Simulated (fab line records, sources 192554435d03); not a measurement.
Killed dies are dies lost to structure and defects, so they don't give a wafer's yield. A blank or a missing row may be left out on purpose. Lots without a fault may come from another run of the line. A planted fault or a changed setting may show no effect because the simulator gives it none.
Which tool did it? | flow n5_finfet | 11 lots, 33 wafers sampled, at 4 steps of a route of 1938

WHAT THE GAUGES READ, wafer by wafer
N5_BEOL_M15_CD_MEAS_10: target cd 360 nm.
lot  | measured     | on        | cd_nm (nm)
L692 | day 11 06:01 | cd_sem-02 | 360.8 361.5 362.9
L694 | day 12 04:23 | cd_sem-03 | 363.0 359.3 360.7
L695 | day 12 07:55 | cd_sem-03 | 360.9 356.0 360.0
L696 | day 12 16:04 | cd_sem-02 | 358.5 358.2 356.8
L702 | day 14 08:48 | cd_sem-02 | 358.6 359.0 360.4
L705 | day 14 18:29 | cd_sem-02 | 366.8 366.9 367.7
L704 | day 14 18:49 | cd_sem-01 | 364.7 364.1 366.5
L706 | day 15 02:14 | cd_sem-03 | 360.7 359.6 360.0
L707 | day 15 12:13 | cd_sem-03 | 360.2 358.8 357.6
L711 | day 16 04:56 | cd_sem-01 | 360.9 363.0 361.8
L714 | day 17 03:56 | cd_sem-02 | 361.7 363.5 360.0

WHICH TOOL RAN EACH LOT (tool, then ch and the chambers of the sampled wafers, then the start)
lot  | N5_BEOL_M14_PRE_CLEAN_42     | N5_BEOL_M14_ANNEAL_48            | N5_BEOL_M15_COAT_04
L692 | pvd_sputter-02, day 11 03:53 | rtp_anneal-02 ch 0, day 11 04:41 | litho_track-05 ch 0, day 11 05:37
L694 | pvd_sputter-01, day 12 01:56 | rtp_anneal-02 ch 0, day 12 02:57 | litho_track-01 ch 0, day 12 04:07
L695 | pvd_sputter-02, day 12 06:04 | rtp_anneal-01 ch 0, day 12 06:37 | litho_track-05 ch 0, day 12 07:38
L696 | pvd_sputter-02, day 12 13:53 | rtp_anneal-01 ch 0, day 12 14:43 | litho_track-02 ch 0, day 12 15:47
L702 | pvd_sputter-01, day 14 06:38 | rtp_anneal-01 ch 0, day 14 07:20 | litho_track-01 ch 0, day 14 08:25
L705 | pvd_sputter-02, day 14 16:39 | rtp_anneal-02 ch 0, day 14 17:12 | litho_track-05 ch 0, day 14 18:13
L704 | pvd_sputter-02, day 14 16:58 | rtp_anneal-02 ch 0, day 14 17:28 | litho_track-05 ch 0, day 14 18:33
L706 | pvd_sputter-02, day 15 00:16 | rtp_anneal-01 ch 0, day 15 00:51 | litho_track-01 ch 0, day 15 01:50
L707 | pvd_sputter-02, day 15 10:23 | rtp_anneal-01 ch 0, day 15 10:58 | litho_track-02 ch 0, day 15 11:57
L711 | pvd_sputter-01, day 16 03:04 | rtp_anneal-02 ch 0, day 16 03:35 | litho_track-02 ch 0, day 16 04:40
L714 | pvd_sputter-03, day 17 01:50 | rtp_anneal-02 ch 0, day 17 02:22 | litho_track-02 ch 0, day 17 03:32
- N5_BEOL_M14_PRE_CLEAN_42: time 30 s.
- N5_BEOL_M14_ANNEAL_48: time 90 s.
- N5_BEOL_M15_COAT_04: resist thk 800 nm.

WHAT THE TOOLS THEMSELVES READ (means of the sampled wafers that have a number; where no wafer has one, the mark that the record gives instead)
N5_BEOL_M14_PRE_CLEAN_42.
lot  | tool           | heater_power_w (W)
L692 | pvd_sputter-02 | 419
L694 | pvd_sputter-01 | 462
L695 | pvd_sputter-02 | 505
L696 | pvd_sputter-02 | 555
L702 | pvd_sputter-01 | 432
L705 | pvd_sputter-02 | 555
L704 | pvd_sputter-02 | 475
L706 | pvd_sputter-02 | 514
L707 | pvd_sputter-02 | 468
L711 | pvd_sputter-01 | 429
L714 | pvd_sputter-03 | 446

N5_BEOL_M14_ANNEAL_48.
lot  | tool          | wafer_temp_C_max
L692 | rtp_anneal-02 | 226.2
L694 | rtp_anneal-02 | 226.5
L695 | rtp_anneal-01 | 226.0
L696 | rtp_anneal-01 | 225.8
L702 | rtp_anneal-01 | 225.9
L705 | rtp_anneal-02 | 226.4
L704 | rtp_anneal-02 | 226.4
L706 | rtp_anneal-01 | 226.0
L707 | rtp_anneal-01 | 226.1
L711 | rtp_anneal-02 | 226.3
L714 | rtp_anneal-02 | 226.4

N5_BEOL_M15_COAT_04.
lot  | tool           | exhaust_pa (Pa) | spin_speed_rpm (rpm)
L692 | litho_track-05 | 45.0            | 1703.7
L694 | litho_track-01 | 44.5            | 1704.2
L695 | litho_track-05 | 44.8            | 1704.9
L696 | litho_track-02 | 44.3            | 1704.3
L702 | litho_track-01 | 43.8            | 1705.3
L705 | litho_track-05 | 44.7            | 2484.7
L704 | litho_track-05 | 44.0            | 2484.9
L706 | litho_track-01 | 45.8            | 1705.0
L707 | litho_track-02 | 44.1            | 1704.7
L711 | litho_track-02 | 44.8            | 1703.1
L714 | litho_track-02 | 44.6            | 1704.1

THE ANSWER, worked out from the rows above alone
Rule: what is usual is taken from the lots themselves. Put in order of their means at a reading, lots are off if they are a third of the lots or fewer, leave a main group of 4 or more, and stand apart from it by a gap of 3 or more times the standard deviation of the main group's means; of several such gaps the widest counts. A main group whose means are all the same, to the digits that the tables above print for the reading, isn't used. A lot without any number at a reading at which 4 lots or more have one is off too. The other lots that the step has rows for count as sound. The gauges are gone through in route order, then the tools' own readings, and for those a lot's mean is taken as printed above. The first step at which some lot is off is used, and at that step the reading that is off furthest; a lot without a number counts as furthest.
Off: L705, L704, at N5_BEOL_M15_COAT_04 (spin_speed_rpm). The main group: mean 1704.4 rpm, standard deviation 0.65.
A tool fits if, at that step or a process step before it, it ran every lot that is off, and no sound lot after the first of them. One fits: litho_track-05 at N5_BEOL_M15_COAT_04. Its last sound lot is L695 (day 12 07:38), its first lot that is off L705 (day 14 18:13): a fault that began between those two fits.
The tool's own readings at N5_BEOL_M15_COAT_04 bear it out: on the lots that are off they differ by more than 5 times the standard deviation of the sound lots' means. spin_speed_rpm reads 2484.8 rpm there against 1704.4 rpm on the sound lots.

WHAT THE SIMULATOR HAD PUT IN
Process parameter drift: litho_track-05, from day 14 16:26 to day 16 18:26, at N5_BEOL_M15_COAT_04. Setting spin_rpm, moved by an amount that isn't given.
Lots struck among those shown: L705, L704. The rule above found the same.
